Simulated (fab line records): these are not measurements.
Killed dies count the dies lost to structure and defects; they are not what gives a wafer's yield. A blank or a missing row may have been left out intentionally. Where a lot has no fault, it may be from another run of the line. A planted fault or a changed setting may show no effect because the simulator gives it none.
Which tool did it? :: flow nandHarc :: Sampling: 11 lots, 31 wafers, 5 of 1159 route steps

WHAT THE GAUGES SHOWED, per wafer
NHARC_A_SOURCE_PLATE_THK_MEAS_09: measures by ellipsometry. Usual: 9.6 nm for thkNm, sd 1.1.
lot: L647
measured: day 7 03:05
on: filmMetro-02
thkNm (nm): 9.1 9.5 8.7
flag: 

lot: L646
measured: day 7 03:05
on: filmMetro-01
thkNm (nm): 11.8 8.9 8.8
flag: 

lot: L648
measured: day 7 16:20
on: filmMetro-02
thkNm (nm): 11.1 9.5 9.8
flag: 

lot: L649
measured: day 7 16:20
on: filmMetro-01
thkNm (nm): 8.5 10.0 11.4
flag: 

lot: L650
measured: day 7 16:21
on: filmMetro-02
thkNm (nm): 9.7 11.4 10.3
flag: 

lot: L651
measured: day 8 01:56
on: filmMetro-01
thkNm (nm): 8.8 10.0 7.6
flag: 

lot: L658
measured: day 10 04:13
on: filmMetro-01
thkNm (nm): 10.3 8.0
flag: 

lot: L659
measured: day 10 04:13
on: filmMetro-02
thkNm (nm): 10.1 11.0
flag: 

lot: L662
measured: day 10 23:22
on: filmMetro-01
thkNm (nm): 12.9 9.3 10.3
flag: 

lot: L665
measured: day 11 19:44
on: filmMetro-01
thkNm (nm): 9.2 9.5 9.7
flag: 

lot: L668
measured: day 12 06:41
on: filmMetro-01
thkNm (nm): 10.9 7.9 9.8
flag: 

NHARC_A_SOURCE_PLATE_THK_MEAS_06: measures by ellipsometry. Usual: 200.4 nm for thkNm, sd 2.1.
lot: L647
measured: day 7 16:47
on: filmMetro-01
thkNm (nm): 204.5 201.7 203.4
flag: 

lot: L646
measured: day 7 16:47
on: filmMetro-01
thkNm (nm): 198.6 202.8 204.1
flag: 

lot: L648
measured: day 8 05:34
on: filmMetro-01
thkNm (nm): 202.1 200.8 198.5
flag: 

lot: L649
measured: day 8 05:34
on: filmMetro-02
thkNm (nm): 198.9 199.3 198.5
flag: 

lot: L650
measured: day 8 05:34
on: filmMetro-01
thkNm (nm): 199.2 197.6 197.5
flag: 

lot: L651
measured: day 8 15:02
on: filmMetro-01
thkNm (nm): 199.9 200.1 201.2
flag: 

lot: L658
measured: day 10 17:53
on: filmMetro-01
thkNm (nm): 201.6 201.6
flag: 

lot: L659
measured: day 10 17:54
on: filmMetro-01
thkNm (nm): 198.2 200.8
flag: 

lot: L662
measured: day 11 14:29
on: filmMetro-01
thkNm (nm): 204.0 201.9 202.7
flag: 

lot: L665
measured: day 12 09:25
on: filmMetro-01
thkNm (nm): 199.4 199.8 199.3
flag: 

lot: L668
measured: day 12 19:31
on: filmMetro-02
thkNm (nm): 198.7 199.9 196.3
flag: 

NHARC_A_ONON_D1_THK_MEAS_18: measures by ellipsometry. Usual: 1001 nm for thkNm, sd 11.
lot: L647
measured: day 8 02:47
on: filmMetro-02
thkNm (nm): 997 997 997
flag: 

lot: L646
measured: day 8 02:48
on: filmMetro-01
thkNm (nm): 999 1000 998
flag: 

lot: L648
measured: day 8 15:38
on: filmMetro-02
thkNm (nm): 1022 1021 1021
flag: 

lot: L649
measured: day 8 15:37
on: filmMetro-01
thkNm (nm): 1015 1015 1016
flag: 

lot: L650
measured: day 8 15:38
on: filmMetro-01
thkNm (nm): 987 990 987
flag: 

lot: L651
measured: day 9 01:23
on: filmMetro-01
thkNm (nm): 990 992 993
flag: 

lot: L658
measured: day 11 04:13
on: filmMetro-01
thkNm (nm): 1810 1811
flag: OFF

lot: L659
measured: day 11 03:50
on: filmMetro-01
thkNm (nm): 1814 1814
flag: OFF

lot: L662
measured: day 12 00:29
on: filmMetro-02
thkNm (nm): 996 997 996
flag: 

lot: L665
measured: day 12 21:37
on: filmMetro-02
thkNm (nm): 1003 1004 1004
flag: 

lot: L668
measured: day 13 06:29
on: filmMetro-02
thkNm (nm): 998 998 997
flag: 

NHARC_END_SORT_01. Usual: killedAtArray 26, standard deviation 9.6; killedAtOther 0.7, standard deviation 0.92; killedAtPeriphery 3.8, standard deviation 2.7; killedDies 31, standard deviation 10; killedOpen 3.3, standard deviation 1.7; killedShort 1.8, standard deviation 1.3.
lot: L658
measured: day 22 01:46
on: prober-02
killedAtArray: 674 676
killedAtOther: 1 0
killedAtPeriphery: 2 1
killedDies: 677 677
killedOpen: 2 3
killedShort: 4 2
flag: OFF

lot: L659
measured: day 22 01:44
on: prober-01
killedAtArray: 676 674
killedAtOther: 0 0
killedAtPeriphery: 1 3
killedDies: 677 677
killedOpen: 0 6
killedShort: 1 1
flag: OFF

WHAT TOOL EACH LOT RAN ON (gives the tool, then ch and the chambers of the sampled wafers, and finally the start)
lot: L647
NHARC_A_ONON_D1_DEP_16: pecvdOnon-04 ch 0, day 8 02:17

lot: L646
NHARC_A_ONON_D1_DEP_16: pecvdOnon-02 ch 0, day 8 02:17

lot: L648
NHARC_A_ONON_D1_DEP_16: pecvdOnon-02 ch 0, day 8 15:07

lot: L649
NHARC_A_ONON_D1_DEP_16: pecvdOnon-03 ch 0, day 8 15:06

lot: L650
NHARC_A_ONON_D1_DEP_16: pecvdOnon-04 ch 0, day 8 15:06

lot: L651
NHARC_A_ONON_D1_DEP_16: pecvdOnon-04 ch 0, day 9 00:56

lot: L658
NHARC_A_ONON_D1_DEP_16: pecvdOnon-03 ch 0, day 11 03:41

lot: L659
NHARC_A_ONON_D1_DEP_16: pecvdOnon-03 ch 0, day 11 03:20

lot: L662
NHARC_A_ONON_D1_DEP_16: pecvdOnon-04 ch 0, day 11 23:59

lot: L665
NHARC_A_ONON_D1_DEP_16: pecvdOnon-02 ch 0, day 12 21:11

lot: L668
NHARC_A_ONON_D1_DEP_16: pecvdOnon-04 ch 0, day 13 05:58
- NHARC_A_ONON_D1_DEP_16: target thk 1000 nm.

AS READ BY THE TOOLS THEMSELVES (means over the sampled wafers that have a number; for cases with no such wafer, the mark the record gives instead)
NHARC_A_ONON_D1_DEP_16. Usual: 2750 sccm for n2FlowSccm, sd 8.8.
lot: L647
tool: pecvdOnon-04
n2FlowSccm (sccm): 2741
flag: 

lot: L646
tool: pecvdOnon-02
n2FlowSccm (sccm): 2754
flag: 

lot: L648
tool: pecvdOnon-02
n2FlowSccm (sccm): 2758
flag: 

lot: L649
tool: pecvdOnon-03
n2FlowSccm (sccm): 2746
flag: 

lot: L650
tool: pecvdOnon-04
n2FlowSccm (sccm): 2750
flag: 

lot: L651
tool: pecvdOnon-04
n2FlowSccm (sccm): 2749
flag: 

lot: L658
tool: pecvdOnon-03
n2FlowSccm (sccm): 2758
flag: 

lot: L659
tool: pecvdOnon-03
n2FlowSccm (sccm): 2761
flag: 

lot: L662
tool: pecvdOnon-04
n2FlowSccm (sccm): 2759
flag: 

lot: L665
tool: pecvdOnon-02
n2FlowSccm (sccm): 2748
flag: 

lot: L668
tool: pecvdOnon-04
n2FlowSccm (sccm): 2744
flag: 

THE ANSWER, worked out from the rows above alone
Rule: a lot counts as off when the mean over its wafers that have a number is more than 3 standard deviations away from the usual mean. A lot without any number at a reading at which 4 lots or more have one is off too. Any other lot the step has rows for is counted as sound. The gauges are gone through in route order, then the tools' own readings, and for those a lot's mean is taken as printed above. The first step at which some lot is off is used, and at that step the reading that is off furthest; a lot without a number counts as furthest.
Off at NHARC_A_ONON_D1_THK_MEAS_18 (thkNm): L658, L659.
A tool fits if, at a process step before that reading, it ran every lot that is off, and no sound lot after the first of them. The gauges at NHARC_A_ONON_D1_THK_MEAS_18 aren't tried: what is off there is off at NHARC_END_SORT_01 too, on other tools, and a gauge's error can't cause that. One fits: pecvdOnon-03 at NHARC_A_ONON_D1_DEP_16. Its last sound lot is L649 (day 8 15:06), its first lot that is off L659 (day 11 03:20): a fault that began between those two fits.

WHAT HAD BEEN PUT IN BY THE SIMULATOR
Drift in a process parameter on pecvdOnon-03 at NHARC_A_ONON_D1_DEP_16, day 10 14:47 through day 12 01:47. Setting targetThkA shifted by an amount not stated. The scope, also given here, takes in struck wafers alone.
Shown lots that were struck: L658, L659. The rule above reached the same finding.
